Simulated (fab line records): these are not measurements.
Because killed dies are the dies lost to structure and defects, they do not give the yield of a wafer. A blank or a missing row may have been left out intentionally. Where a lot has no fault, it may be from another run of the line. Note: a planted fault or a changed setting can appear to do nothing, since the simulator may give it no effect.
Matching of chambers + flow nand_harc + 4 sister chambers for NHARC_A_STAIRCASE_ETCH_292 on rie_diel-04
The step etches the open film in CF4/CHF3. 4 wafers are shown with their chamber, then 10 later ones without.

## WAFERS, EACH WITH ITS CHAMBER
| wafer  | chamber | showerhead_plenum_p_Torr (Torr) |
|--------|---------|---------------------------------|
| L084.1 | 2       | 1.57                            |
| L084.2 | 1       | 1.68                            |
| L088.3 | 3       | 1.56                            |
| L088.5 | 0       | 1.48                            |

## WAFERS WHOSE CHAMBER IS MISSING
| wafer  | showerhead_plenum_p_Torr (Torr) |
|--------|---------------------------------|
| L088.6 | 1.56                            |
| L092.4 | 1.57                            |
| L092.5 | 1.55                            |
| L092.6 | 1.67                            |
| L094.1 | 1.57                            |
| L094.2 | 1.55                            |
| L094.3 | 1.67                            |
| L096.2 | 1.48                            |
| L096.3 | 1.66                            |
| L096.6 | 1.56                            |

## CHAMBER TAKEN BY EACH
| wafer  | from the rows above     | in truth |
|--------|-------------------------|----------|
| L088.6 | can't be placed: 3 or 2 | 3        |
| L092.4 | can't be placed: 2 or 3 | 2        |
| L092.5 | can't be placed: 3 or 2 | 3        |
| L092.6 | 1                       | 1        |
| L094.1 | can't be placed: 2 or 3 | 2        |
| L094.2 | can't be placed: 3 or 2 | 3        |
| L094.3 | 1                       | 1        |
| L096.2 | 0                       | 0        |
| L096.3 | 1                       | 1        |
| L096.6 | can't be placed: 3 or 2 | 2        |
Correctly placed: 4 of 10. Not placeable from these rows: 6 (in 6, the candidates include the true chamber). Placed wrongly: 0.
How it was worked out, from the rows above alone: a wafer's distance from a chamber is the root of the sum, over the readings, of the square of ((its reading less the chamber's mean) divided by the reading's scatter). The wafer belongs to the nearest chamber; if the next one is less than 2 further off, it can't be placed. The mean given for a chamber averages the wafers shown for that chamber. The scatter: root of mean squared gap, hidden wafer to nearest shown wafer, with one shown wafer a chamber.
